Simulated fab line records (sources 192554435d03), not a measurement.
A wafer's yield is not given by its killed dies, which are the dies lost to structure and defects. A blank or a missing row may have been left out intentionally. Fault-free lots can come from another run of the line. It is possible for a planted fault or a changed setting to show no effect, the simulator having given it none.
Chamber matching :: flow n5 finfet :: rie diel-04 running N5_BEOL_M0_SAQP_ETCH_49: 4 sister chambers
The step etches SiO2 in CF4/O2, target depth 37 nm. 4 wafers are shown with their chamber, then 8 later ones without.

WAFERS PAIRED WITH THEIR CHAMBERS
wafer: L082.5
chamber: 3
showerhead plenum p Torr (Torr): 2.09

wafer: L085.1
chamber: 1
showerhead plenum p Torr (Torr): 2.34

wafer: L085.3
chamber: 0
showerhead plenum p Torr (Torr): 2.20

wafer: L088.1
chamber: 2
showerhead plenum p Torr (Torr): 2.35

WAFERS WITH NO CHAMBER GIVEN
wafer: L088.4
showerhead plenum p Torr (Torr): 2.33

wafer: L088.5
showerhead plenum p Torr (Torr): 2.35

wafer: L090.3
showerhead plenum p Torr (Torr): 2.33

wafer: L090.4
showerhead plenum p Torr (Torr): 2.35

wafer: L090.5
showerhead plenum p Torr (Torr): 2.34

wafer: L094.1
showerhead plenum p Torr (Torr): 2.34

wafer: L094.2
showerhead plenum p Torr (Torr): 2.34

wafer: L094.4
showerhead plenum p Torr (Torr): 2.33

WHICH CHAMBER EACH ONE RAN IN
wafer: L088.4
from the rows above: can't be placed: 1 or 2
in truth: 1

wafer: L088.5
from the rows above: can't be placed: 2 or 1
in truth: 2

wafer: L090.3
from the rows above: can't be placed: 1 or 2
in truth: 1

wafer: L090.4
from the rows above: can't be placed: 2 or 1
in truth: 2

wafer: L090.5
from the rows above: can't be placed: 1 or 2
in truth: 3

wafer: L094.1
from the rows above: can't be placed: 1 or 2
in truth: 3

wafer: L094.2
from the rows above: can't be placed: 1 or 2
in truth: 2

wafer: L094.4
from the rows above: can't be placed: 1 or 2
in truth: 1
0 of 8 placed correctly. Not placeable from these rows: 8 (in 6, the candidates include the true chamber). Number placed wrongly: 0.
How it was worked out, from the rows above alone: a wafer's distance from a chamber is the root of the sum, over the readings, of the square of ((its reading less the chamber's mean) divided by the reading's scatter). The wafer belongs to the nearest chamber; if the next one is less than 2 further off, it can't be placed. For every chamber, the mean is computed from those of its wafers that are shown. The scatter: with one shown wafer a chamber, the root of the mean of the squares of how far each hidden wafer lies from its nearest shown one.
